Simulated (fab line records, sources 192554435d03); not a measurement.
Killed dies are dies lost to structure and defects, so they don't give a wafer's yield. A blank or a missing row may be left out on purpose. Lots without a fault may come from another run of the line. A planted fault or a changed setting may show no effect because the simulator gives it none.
A struck lot beside a sound one | flow n5_finfet | 25 steps out of a route of 1938
Sound: wafers L566.1, L566.2, L566.3. Struck: wafer L552.4. (L552.2, L552.5 of the same lot were not struck and are left out.) The cause comes at the end.
At each step with rows: each side's tool, then ch and its chambers, then its first start. Under that, the readings that differ: sound wafers | struck wafers | difference of the means | sigmas: that difference in standard deviations of wafers without a fault.
alike: readings whose means differ by less than 2 such deviations, and words and numbers that are the same on both sides. not compared: withheld readings, readings that some wafer has no value for, bounds like >300 that may hide the same value, and numbers for which the record gives no deviation and whose values overlap.
The two part at a step that has a row with sigmas, a row that says differs or no value, or rows on one side only. Numbers that don't overlap but have no deviation are shown without sigmas and don't part them. A reading that every wafer of one side lacks parts them only if that side has two wafers or more.

first, 9 steps without rows for these wafers: N5_BEOL_M10_COAT_60 (time 60 s, resist thk 30 nm); N5_BEOL_M10_COAT_05 (resist thk 90 nm); N5_BEOL_M10_EBR_07; N5_BEOL_M10_SOFTBAKE_06 (time 60 s); N5_BEOL_M10_EXPOSE_08 (exposes mask M10); N5_BEOL_M10_PEB_09 (peb time 60 s); N5_BEOL_M10_DEVELOP_10 (develop time 30 s); N5_BEOL_M10_DESCUM_16 (chemistry O2, time 7.9 s); N5_BEOL_M10_ETCH_61 (etches SiARC in CF4, target depth 39 nm, time 65 s).
N5_BEOL_M10_ETCH_62: etches SOC in N2/H2, target depth 110 nm, overetch 22 nm, time 165 s.
  sound on rie_diel-04 ch 2,3, day 17 04:38; struck on rie_diel-04 ch 2, day 13 19:11
  alike: drypump_motor_current_A, h2_flow_sccm, oes_product_au, rf_vpp_V, showerhead_plenum_p_Torr, throttle_valve_pct
  not compared: rf_hours_counter_h
then, 12 steps without rows for these wafers: N5_BEOL_M10_STRIP_68 (strips in N2/H2); N5_BEOL_M10_STRIP_67 (strips in CF4); N5_BEOL_M10_HM_OPEN_17 (chemistry Cl2/BCl3, target TiN, target depth 20 nm, overetch 6 nm); N5_BEOL_M10_STRIP_19 (strips in O2); N5_BEOL_M10_COAT_63 (time 60 s, resist thk 100 nm); N5_BEOL_M10_COAT_64 (time 60 s, resist thk 30 nm); N5_BEOL_M10_COAT_22 (resist thk 90 nm); N5_BEOL_M10_EBR_24; N5_BEOL_M10_SOFTBAKE_23 (time 60 s); N5_BEOL_M10_EXPOSE_25 (exposes mask V9); N5_BEOL_M10_PEB_26 (peb time 60 s); N5_BEOL_M10_DEVELOP_27 (develop time 30 s).
N5_BEOL_M10_INSPECT_30: inspects for defects (brightfield).
  sound on defect_inspect-02, day 17 07:33; struck on defect_inspect-01, day 13 23:47
  reading          | sound       | struck | difference | sigmas
  raw_defect_count | 361 545 755 | 847    | +293       | +4
then, 1 step without rows for these wafers: N5_BEOL_M10_DESCUM_33 (chemistry O2, time 7.9 s).
-- the record jumps here: 2 days lie between the struck wafers' starts before and after (it left off in module BEOL_M10 and takes up again in module PASSIVATION, whose first step shown is number 1936 of the route) --
N5_PASSIVATION_PROBE_49:
  the record has rows for the struck wafers here (prober-01, day 16 02:55) and none for the sound ones

WHERE THEY PART
First at N5_BEOL_M10_INSPECT_30; last, within this record, at N5_PASSIVATION_PROBE_49.

WHY: what the simulator had put in
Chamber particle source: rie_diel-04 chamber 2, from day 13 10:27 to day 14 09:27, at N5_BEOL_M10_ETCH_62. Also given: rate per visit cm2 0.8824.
